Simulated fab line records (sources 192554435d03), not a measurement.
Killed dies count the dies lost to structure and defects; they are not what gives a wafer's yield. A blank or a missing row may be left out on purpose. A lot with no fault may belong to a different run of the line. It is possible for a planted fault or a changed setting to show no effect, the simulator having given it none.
Comparing a struck lot with a sound one || flow n5_finfet || 15 out of 1938 route steps
Sound: wafers L918.1, L918.2, L918.6. Wafers struck: L925.1, L925.4, L925.5. The cause is named last.
At each step with rows: each side's tool, then ch and its chambers, then its first start. Under that, the readings that differ: sound wafers || struck wafers || difference of the means || sigmas: that difference in standard deviations of wafers without a fault.
alike: a reading whose means differ by less than 2 such deviations, as well as words and numbers matching on both sides. not compared: withheld readings; readings where some wafer has no value; bounds like >300 that might hide an equal value; numbers whose values overlap and for which the record gives no deviation.
The two part at a step that has a row with sigmas, a row that says differs or no value, or rows on one side only. Numbers that don't overlap but have no deviation are shown without sigmas and don't part them. Lack of a reading on every wafer of one side parts them only where that side has two or more wafers.

first, 8 steps without rows for these wafers: N5_BEOL_M8_COAT_59 (time 60 s, resist thk 100 nm); N5_BEOL_M8_COAT_60 (time 60 s, resist thk 35 nm); N5_BEOL_M8_COAT_05 (resist thk 90 nm); N5_BEOL_M8_EBR_07; N5_BEOL_M8_SOFTBAKE_06 (time 60 s); N5_BEOL_M8_EXPOSE_08 (exposes mask M8); N5_BEOL_M8_PEB_09 (peb time 60 s); N5_BEOL_M8_DEVELOP_10 (develop time 30 s).
N5_BEOL_M8_CD_MEAS_11: target cd 38.5 nm.
  sound on cd_sem-01 ch 0, day 12 02:39; struck on cd_sem-02 ch 0, day 13 18:32
  alike: cd_nm
N5_BEOL_M8_OVL_MEAS_12:
  sound on overlay-02 ch 0, day 12 02:41; struck on overlay-02 ch 0, day 13 18:34
  alike: M8_OVL
N5_BEOL_M8_INSPECT_13: inspects for defects (brightfield).
  sound: defect_inspect-02 at day 12 02:42; struck: defect_inspect-01 at day 13 18:35
{"reading": "raw_defect_count", "sound": "310 338 335", "struck": "497 551 680", "difference": "+248", "sigmas": "+2"}
N5_BEOL_M8_DESCUM_16: chemistry O2, time 7.9 s.
  sound on rie_diel-05 ch 0,2,3, day 12 03:19; struck on rie_diel-05 ch 0,2,3, day 13 18:37
  alike: drypump_motor_current_A, oes_product_au, rf_vpp_V, showerhead_plenum_p_Torr, throttle_valve_pct
  not compared: rf_hours_counter_h
N5_BEOL_M8_ETCH_61: etches SiARC in CF4, target depth 45.5 nm, time 75.8 s.
  sound on rie_diel-05 ch 0,2,3, day 12 03:22; struck on rie_diel-05 ch 0,2,3, day 13 18:39
{"reading": "bias_w (W)", "sound": "35.92 35.97 35.90", "struck": "39.51 39.34 39.26", "difference": "+3.44", "sigmas": "+34"}
{"reading": "rf_vpp_V (V)", "sound": "185.9 186.1 185.4", "struck": "196.4 197.0 197.1", "difference": "+11.0", "sigmas": "+9"}
  alike: cf4_flow_sccm, drypump_motor_current_A, etch_rf_on_time_s, oes_product_au, showerhead_plenum_p_Torr, throttle_valve_pct
  not compared: rf_hours_counter_h
N5_BEOL_M8_ETCH_62: etches SOC in N2/H2, target depth 110 nm, overetch 22 nm, time 165 s.
  sound on rie_diel-05 ch 0,2,3, day 12 03:25; struck on rie_diel-05 ch 0,2,3, day 13 18:42
  alike: bias_w, drypump_motor_current_A, n2_flow_sccm, oes_product_au, rf_vpp_V, showerhead_plenum_p_Torr, throttle_valve_pct
  not compared: rf_hours_counter_h
next, for these wafers, 1 step has no rows: N5_PASSIVATION_PROBE_49.

== WHERE THEY PART ==
At N5_BEOL_M8_INSPECT_13 first; at N5_BEOL_M8_ETCH_61 last (within this record only). Later steps at which nothing parts them and some readings are alike: N5_BEOL_M8_ETCH_62.

WHY: what had been put in by the simulator
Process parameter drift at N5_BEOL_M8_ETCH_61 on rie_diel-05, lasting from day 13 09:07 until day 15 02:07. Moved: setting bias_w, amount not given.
